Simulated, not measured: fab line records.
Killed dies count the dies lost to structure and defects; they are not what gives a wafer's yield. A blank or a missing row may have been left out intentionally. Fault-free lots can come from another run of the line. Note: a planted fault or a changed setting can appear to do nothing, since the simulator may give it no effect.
fab line records	flow nandHarc
record: lots: 11	wafers: 33	lastDay: 33
route steps=1302 shown P_GATE@111 END@1302
lots untouched by any fault: they come from a run of this same line in which no faults occurred
startH: hours from the record's opening day to when the first of the lot's shown wafers began	waitH: time in hours since the lot's previous step	" identical to the entry in the row above	L1.1+2: a row that stands for several wafers	- value missing, or start not given	* or withheld: withheld	< > ~ a bound
route shown NAME@n: NAME is a module with steps in the file, n the number in the route of the first one	usual: average and standard deviation across the fault-free wafers	same: alike in all rows	chamber/n: place in a boat	sites: each site's reading	_std_site: standard deviation across them	_edge_site: inner sites' mean taken away from outer sites' mean	radiusMm: how far each site lies from the wafer's centre	mask NAME#n: copy n	behind: the tool/chamber that last shaped the wafer	hold: why the lot went on hold/how many hours it stayed there/how the hold came to an end	device: names the non-switching transistor (n, p or np)	end of line: the route-end tests of the same wafers	a step given without rows: its recipe and nothing more	killed: count of dies lost to structure and defects at first sort (not the wafer's yield)	map: per-die view of a wafer (x killed, . not killed, _ where there is no die)
set.NAME: the setting that was run; set.NAME@STEP: the one run at that earlier step	model.NAME: the simulator's own value behind a step, which no gauge read
the route's steps for a sample of lots (tables are steps, rows are wafers)
services: the hour from which a tool's chamber was out of use, counted from the record's first day as startH (under 0 if before that day), plus the number of hours and why
== steps ==
step: NHARC_P_GATE_PRECLEAN_70
recipe: timeS: *	tempC: 50	bathAgeMin: 0	chemistry: SC1
usual: bathGuardTempC: 50.1/0.5	nh4ohFlowMLMin: 28.30/0.089
same: bathAgeMin: 0
lot.wafer	tool	chamber	startH	waitH	bathGuardTempC	nh4ohFlowMLMin
L755.4	wetBench-07	3	94.53	0.1	50.5	28.41
L755.1	"	6	"	"	50.8	28.31
L755.3	"	7	"	"	50.3	28.38
L756.2	wetBench-07	5	101.93	0.1	50.1	28.24
L756.1	"	6	"	"	51.0	28.23
L756.6	"	7	"	"	50.3	28.33
L757.6	wetBench-06	1	111.12	0.1	50.1	28.38
L757.2	"	3	"	"	50.6	28.31
L757.4	"	5	"	"	50.2	28.27
L758.3	wetBench-01	6	123.59	0.1	49.7	28.23
L758.6	"	7	"	"	50.5	28.36
L758.5	"	2	"	"	49.5	28.25
L763.1	wetBench-06	6	171.19	0.1	48.8	28.37
L763.5	"	0	"	"	50.8	28.25
L763.3	"	1	"	"	50.2	28.40
L764.2	wetBench-07	6	179.66	0.1	50.8	28.33
L764.6	"	1	"	"	48.8	28.25
L764.3	"	3	"	"	50.6	28.12
L765.1	wetBench-07	2	189.75	0.1	49.7	28.33
L765.4	"	3	"	"	50.6	28.18
L765.3	"	6	"	"	50.9	28.21
L766.6	wetBench-07	4	201.02	0.1	50.3	28.29
L766.2	"	7	"	"	50.1	28.19
L766.1	"	0	"	"	50.0	28.29
L767.5	wetBench-07	4	223.58	0.1	50.4	28.44
L767.1	"	5	"	"	50.4	28.36
L767.3	"	7	"	"	50.0	28.37
L768.6	wetBench-01	7	223.61	0.1	50.3	28.24
L768.3	"	0	"	"	49.7	28.27
L768.5	"	4	"	"	49.8	28.42
L776.4	wetBench-07	4	300.59	0.1	50.3	28.31
L776.3	"	6	"	"	50.6	28.35
L776.1	"	7	"	"	50.4	28.26
step: NHARC_P_GATE_INSPECT_28
usual: rawDefectCount: 6.2/2.8
lot.wafer	tool	chamber	startH	waitH	rawDefectCount
L755.1	defectInspect-02	-	120.60	0.0	6
L755.3	"	-	"	"	7
L755.4	"	-	"	"	6
L756.1	defectInspect-01	-	127.96	0.0	11
L756.2	"	-	"	"	4
L756.6	"	-	"	"	9
L757.2	defectInspect-01	-	136.87	0.0	3
L757.4	"	-	"	"	5
L757.6	"	-	"	"	5
L758.3	defectInspect-02	-	148.65	0.1	6
L758.5	"	-	"	"	7
L758.6	"	-	"	"	4
L763.1	defectInspect-02	-	197.89	0.0	4
L763.3	"	-	"	"	0
L763.5	"	-	"	"	5
L764.2	defectInspect-02	-	206.49	0.0	10
L764.3	"	-	"	"	7
L764.6	"	-	"	"	7
L765.1	defectInspect-01	-	213.16	0.0	5
L765.3	"	-	"	"	10
L765.4	"	-	"	"	5
L766.1	defectInspect-02	-	226.94	0.0	36
L766.2	"	-	"	"	28
L766.6	"	-	"	"	21
L767.1	defectInspect-02	-	248.90	0.0	23
L767.3	"	-	"	"	22
L767.5	"	-	"	"	20
L768.3	defectInspect-01	-	249.33	0.0	3
L768.5	"	-	"	"	9
L768.6	"	-	"	"	12
L776.1	defectInspect-01	-	330.38	0.0	6
L776.3	"	-	"	"	5
L776.4	"	-	"	"	5
step: NHARC_P_GATE_STRIP_108
recipe: o2FlowSccm: 500	arFlowSccm: 0	biasW: 0	chemistry: O2
usual: drypumpMotorCurrentA: 5.6/0.52	o2FlowSccm: 500.1/1.5	oesProductAu: 1.003/0.016	rfVppV: 58.1/0.93	showerheadPlenumPTorr: 3.66/0.13	throttleValvePct: 17.037/0.0087
same: biasW: 0
lot.wafer	tool	chamber	startH	waitH	drypumpMotorCurrentA	o2FlowSccm	oesProductAu	rfHoursCounterH	rfVppV	showerheadPlenumPTorr	throttleValvePct
L755.3	rieDiel-03	3	121.28	-	5.7	499.2	1.013	2	58.0	3.76	17.037
L755.1	"	0	"	"	5.2	500.0	1.026	2	58.9	3.72	17.038
L755.4	"	1	"	"	6.2	501.3	0.994	2	57.8	3.36	17.032
L756.2	rieDiel-04	2	128.64	-	5.8	497.1	1.037	7	58.8	3.73	17.025
L756.1	"	0	"	"	5.4	499.0	0.997	7	58.8	3.78	17.025
L756.6	"	0	"	"	5.4	500.0	1.001	-	59.0	3.78	17.050
L757.4	rieDiel-04	0	137.55	-	5.4	500.2	0.995	7	57.6	3.78	17.033
L757.2	"	2	"	"	5.8	499.2	1.026	8	56.9	3.73	17.040
L757.6	"	1	"	"	4.7	497.1	0.999	-	57.1	3.77	17.048
L758.3	rieDiel-03	2	149.36	-	5.5	498.2	1.004	1	59.1	3.66	17.048
L758.6	"	0	"	"	5.2	499.5	1.049	-	60.1	3.72	17.048
L758.5	"	1	"	"	6.2	500.2	0.979	-	58.1	3.36	17.026
L763.3	rieDiel-04	3	198.67	-	6.3	499.5	0.993	1	58.0	3.74	17.029
L763.1	"	0	"	"	5.4	500.6	1.003	1	59.2	3.78	17.031
L763.5	"	1	"	"	4.7	499.4	0.990	-	58.4	3.77	17.041
L764.3	rieDiel-04	2	207.20	-	5.9	500.2	0.995	2	60.6	3.72	17.025
L764.2	"	3	"	"	6.3	502.0	1.009	2	58.9	3.74	17.022
L764.6	"	1	"	"	4.7	502.2	0.990	-	57.4	3.77	17.027
L765.4	rieDiel-11	0	213.84	-	5.6	498.1	0.984	6	58.6	3.56	17.042
L765.3	"	2	"	"	6.6	499.8	1.002	6	59.0	3.46	17.041
L765.1	"	3	"	"	5.5	498.7	1.014	6	57.2	3.75	17.033
L766.1	rieDiel-11	0	227.62	-	5.7	498.1	0.995	7	57.2	3.56	17.027
L766.2	"	2	"	"	6.6	502.3	1.010	6	57.6	3.46	17.035
L766.6	"	0	"	"	5.6	497.2	0.993	-	57.6	3.56	17.028
L767.1	rieDiel-11	1	249.61	-	4.9	497.9	0.994	7	56.6	3.64	17.039
L767.3	"	0	"	"	5.6	497.2	0.988	8	57.3	3.56	17.029
L767.5	"	0	"	"	5.6	498.4	0.985	-	57.5	3.56	17.046
L768.3	rieDiel-03	1	250.01	-	6.2	498.1	0.974	7	56.3	3.35	17.044
L768.6	"	1	"	"	6.2	500.4	0.983	-	56.4	3.35	17.038
L768.5	"	2	"	"	5.5	498.0	0.997	-	59.2	3.66	17.055
L776.4	rieDiel-04	1	331.07	-	4.7	498.8	0.991	9	57.4	3.76	17.040
L776.1	"	3	"	"	6.3	500.7	1.010	10	59.6	3.73	17.032
L776.3	"	0	"	"	5.4	499.9	1.032	11	59.5	3.78	17.029
step: NHARC_P_GATE_CD_MEAS_33
usual: cdNm: 120/3.5
lot.wafer	tool	chamber	startH	waitH	cdNm
L755.1	cdSem-03	-	121.45	-	119
L755.3	"	-	"	"	120
L755.4	"	-	"	"	118
L756.1	cdSem-03	-	128.84	0.1	125
L756.2	"	-	"	"	119
L756.6	"	-	"	"	124
L757.2	cdSem-01	-	137.73	-	124
L757.4	"	-	"	"	120
L757.6	"	-	"	"	115
L758.3	cdSem-03	-	149.51	-	117
L758.5	"	-	"	"	121
L758.6	"	-	"	"	123
L763.1	cdSem-03	-	198.82	-	121
L763.3	"	-	"	"	118
L763.5	"	-	"	"	125
L764.2	cdSem-03	-	207.35	-	118
L764.3	"	-	"	"	120
L764.6	"	-	"	"	121
L765.1	cdSem-01	-	214.01	-	117
L765.3	"	-	"	"	115
L765.4	"	-	"	"	118
L766.1	cdSem-02	-	227.79	-	124
L766.2	"	-	"	"	122
L766.6	"	-	"	"	122
L767.1	cdSem-01	-	249.81	0.2	122
L767.3	"	-	"	"	119
L767.5	"	-	"	"	119
L768.3	cdSem-02	-	250.19	-	118
L768.5	"	-	"	"	119
L768.6	"	-	"	"	120
L776.1	cdSem-02	-	331.25	-	117
L776.3	"	-	"	"	123
L776.4	"	-	"	"	120
step: NHARC_P_GATE_ETCHBACK_37
recipe: targetDepthA: 345	timeS: 17.2	chf3FlowSccm: 50	o2FlowSccm: 10	arFlowSccm: 200	rfW: 500	biasW: 200	chemistry: CHF3/O2
usual: biasW: 200.0/0.63	chf3FlowSccm: 49.98/0.15	drypumpMotorCurrentA: 5.6/0.5	o2FlowSccm: 10.000/0.026	oesProductAu: 0.94/0.032	rfVppV: 372.4/2	showerheadPlenumPTorr: 2.48/0.093	throttleValvePct: 20.572/0.009
lot.wafer	tool	chamber	startH	waitH	biasW	chf3FlowSccm	drypumpMotorCurrentA	o2FlowSccm	oesProductAu	rfHoursCounterH	rfVppV	showerheadPlenumPTorr	throttleValvePct
L755.3	rieDiel-03	1	-	-	200.9	50.14	6.2	9.980	0.90	1.9	368.0	2.28	20.575
L755.4	"	2	"	"	200.9	49.93	5.5	10.002	0.92	0.8	372.3	2.49	20.554
L755.1	"	0	"	"	199.9	50.09	5.2	9.978	0.95	2.0	373.5	2.54	20.568
L756.1	rieDiel-03	0	-	-	200.9	49.94	5.2	10.018	0.96	2.9	373.8	2.54	20.566
L756.2	"	2	"	"	200.9	49.86	5.5	9.970	0.92	1.3	372.4	2.49	20.570
L756.6	"	1	"	"	200.3	50.00	6.2	9.980	0.90	-	368.2	2.28	20.560
L757.4	rieDiel-03	2	-	-	199.8	49.77	5.5	10.068	0.91	1.4	372.6	2.49	20.570
L757.2	"	3	"	"	199.9	50.06	5.6	9.995	0.92	2.9	374.0	2.56	20.576
L757.6	"	0	"	"	199.3	50.01	5.2	10.010	0.95	-	372.8	2.54	20.566
L758.3	rieDiel-11	2	-	-	200.9	50.06	6.6	9.987	0.91	3.5	370.1	2.35	20.577
L758.6	"	0	"	"	198.3	49.82	5.6	9.947	0.91	-	371.5	2.42	20.555
L758.5	"	1	"	"	199.7	49.88	4.9	10.060	0.93	-	372.9	2.48	20.574
L763.3	rieDiel-11	0	-	-	199.1	49.94	5.7	9.991	0.92	5.8	372.1	2.42	20.586
L763.1	"	1	"	"	199.0	49.92	4.9	9.961	0.92	5.1	371.0	2.48	20.564
L763.5	"	3	"	"	199.7	50.09	5.5	9.994	0.95	-	372.8	2.56	20.579
L764.2	rieDiel-03	1	-	-	201.1	49.95	6.2	9.994	0.91	5.0	368.8	2.28	20.575
L764.3	"	2	"	"	200.0	49.97	5.5	9.967	0.93	4.1	371.2	2.49	20.591
L764.6	"	0	"	"	200.5	50.07	5.2	10.029	0.96	-	372.6	2.54	20.576
L765.4	rieDiel-03	1	-	-	199.9	50.16	6.2	10.009	0.97	5.5	367.2	2.28	20.575
L765.3	"	2	"	"	200.0	49.90	5.5	10.019	0.99	4.5	373.2	2.49	20.556
L765.1	"	0	"	"	201.0	49.92	5.2	10.010	1.03	6.5	375.0	2.53	20.562
L766.2	rieDiel-04	3	-	-	200.4	50.13	6.3	10.006	0.93	4.3	374.7	2.55	20.575
L766.1	"	1	"	"	200.8	49.92	4.7	10.030	0.90	4.3	374.6	2.57	20.574
L766.6	"	0	"	"	200.3	49.91	5.4	9.968	0.93	-	374.1	2.58	20.576
L767.3	rieDiel-04	2	-	-	199.6	50.10	5.8	10.040	1.00	4.4	374.3	2.54	20.557
L767.1	"	3	"	"	199.6	49.79	6.4	10.034	1.01	5.2	373.9	2.55	20.568
L767.5	"	3	"	"	199.4	50.01	6.3	9.976	1.00	-	374.6	2.55	20.565
L768.3	rieDiel-03	3	-	-	200.2	50.08	5.7	9.964	0.92	8.1	373.4	2.56	20.568
L768.6	"	2	"	"	200.6	49.90	5.5	9.979	0.93	-	373.3	2.49	20.593
L768.5	"	3	"	"	200.0	50.04	5.7	9.993	0.92	-	373.6	2.56	20.594
L776.4	rieDiel-03	3	-	-	199.3	50.27	5.7	10.013	0.91	1.6	374.3	2.56	20.571
L776.3	"	0	"	"	200.8	49.97	5.2	9.995	0.93	1.6	373.2	2.53	20.557
L776.1	"	2	"	"	200.3	49.97	5.5	9.984	0.93	2.5	372.1	2.49	20.573
step: NHARC_END_SORT_01
recipe: tempC: 25
usual: killedAtArray: 64/20	killedAtOther: 0.7/1.1	killedAtPeriphery: 3.6/2.7	killedDies: 68/20	killedOpen: 2.8/1.9	killedShort: 2.3/1.5
same: grossDies: 677
lot.wafer	tool	chamber	startH	waitH	killedAtArray	killedAtOther	killedAtPeriphery	killedDies	killedOpen	killedShort
L766.1	prober-01	0	696.64	2.5	37	0	24	61	1	1
L766.2	prober-01	0	697.44	2.8	43	0	27	70	3	3
L766.6	prober-01	0	700.65	4.0	49	2	22	73	4	2
L767.1	prober-02	0	730.63	2.5	84	1	10	95	9	2
L767.3	prober-02	0	732.24	3.1	65	0	18	83	1	1
L767.5	prober-02	0	733.85	3.7	83	0	19	102	3	6
killed by level:class
L766.1 A_CHANNEL_HOLE_D1:chamberFilmFlake=29 P_GATE:unspecified=16 P_STI:chamberFilmFlake=4 A_STAIRCASE:chamberFilmFlake=4 P_ZERO_WELL:chamberFilmFlake=2 A_CONTACT:chamberFilmFlake=2 P_CONTACT:geometricParticle:short=1 A_ONON_D1:geometricParticle:open=1
L766.2 A_CHANNEL_HOLE_D1:chamberFilmFlake=29 P_GATE:unspecified=15 P_CONTACT:chamberFilmFlake=5 P_STI:chamberFilmFlake=4 A_CONTACT:chamberFilmFlake=4 A_SLIT:chamberFilmFlake=2 A_CHANNEL_FILL_D2:chamberFilmFlake=2 P_GATE:geometricParticle:short=1
L766.6 A_CHANNEL_HOLE_D1:chamberFilmFlake=27 P_GATE:unspecified=15 A_SLIT:chamberFilmFlake=5 A_CONTACT:chamberFilmFlake=5 A_CHANNEL_HOLE_D2:chamberFilmFlake=4 A_CHANNEL_FILL_D2:chamberFilmFlake=3 P_ZERO_WELL:chamberFilmFlake=2 P_GATE:geometricParticle:open=1
L767.1 A_CHANNEL_HOLE_D1:chamberFilmFlake=31 A_CHANNEL_HOLE_D2:chamberFilmFlake=24 P_GATE:unspecified=8 A_CONTACT:chamberFilmFlake=7 A_SLIT:chamberFilmFlake=6 A_STAIRCASE:chamberFilmFlake=3 A_CHANNEL_FILL_D2:geometricParticle:open=2 A_WL_FILL:chamberFilmFlake=2
L767.3 A_CHANNEL_HOLE_D1:chamberFilmFlake=27 A_CHANNEL_HOLE_D2:chamberFilmFlake=22 P_GATE:unspecified=18 A_CONTACT:chamberFilmFlake=5 A_SLIT:chamberFilmFlake=3 A_DECK1_JOINT:chamberFilmFlake=3 A_STAIRCASE:chamberFilmFlake=2 A_CHANNEL_FILL_D2:geometricParticle:open=1
L767.5 A_CHANNEL_HOLE_D1:chamberFilmFlake=39 A_CHANNEL_HOLE_D2:chamberFilmFlake=25 P_GATE:unspecified=18 A_SLIT:chamberFilmFlake=7 A_ONON_D1:geometricParticle:short=2 A_CHANNEL_FILL_D2:geometricParticle:short=2 A_CONTACT:chamberFilmFlake=2 P_M1:geometricParticle:open=1
== services ==
tool	chamber	startH	hours	kind
wetBench-01	-	70.55	4.1	repair
rieDiel-11	-	78.50	9.0	pm
rieDiel-03	0	84.49	3.6	repair
rieDiel-03	1	86.70	5.3	repair
rieDiel-04	2	97.85	4.3	repair
rieDiel-04	1	98.43	14.1	repair
rieDiel-11	2	100.91	7.7	repair
rieDiel-03	-	104.30	9.0	pm
rieDiel-03	2	118.04	1.7	repair
rieDiel-04	1	123.77	11.1	repair
rieDiel-04	1	144.64	26.8	repair
rieDiel-11	3	152.50	3.1	repair
wetBench-07	-	160.06	8.0	pm
rieDiel-11	-	167.54	1.1	repair
rieDiel-04	-	177.90	9.0	pm
rieDiel-11	1	179.31	1.3	repair
rieDiel-03	-	185.57	0.5	repair
rieDiel-03	1	190.94	9.7	repair
rieDiel-04	-	227.89	0.5	repair
rieDiel-11	3	240.03	13.1	repair
rieDiel-11	0	249.90	33.1	repair
rieDiel-11	-	255.50	9.0	pm
rieDiel-03	-	281.30	9.0	pm
wetBench-07	-	336.06	8.0	pm
== key ==
firstSign: step: NHARC_P_GATE_INSPECT_28	reading: rawDefectCount	direction: up	sigmas: 6.7	usual: 6.2	struck: 25
effect: step: NHARC_END_SORT_01	reading: killedAtPeriphery	direction: up	sigmas: 6.2	usual: 3.6	struck: 20
metAt NHARC_P_GATE_PRECLEAN_70
struckLots L766,L767
testerLeftOut L766,L767
notActingAt NHARC_P_GATE_STRIP_108,NHARC_P_GATE_CD_MEAS_33,NHARC_P_GATE_ETCHBACK_37
onsetBetween 189.75 201.02
fault: kind: chamberParticleSource	tool: wetBench-07	chamber: -	onsetH: 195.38	steps: NHARC_P_GATE_PRECLEAN_70	ratePerVisitCm2: 0.034387	endH: 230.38
testerLeftOut: of these lots the tester's yield and bins aren't shown, on N5 and GAA mostly nor the transistor test; their killed dies are dies lost to structure and defects alone, not to doping, threshold or leakage, so they don't give the yield
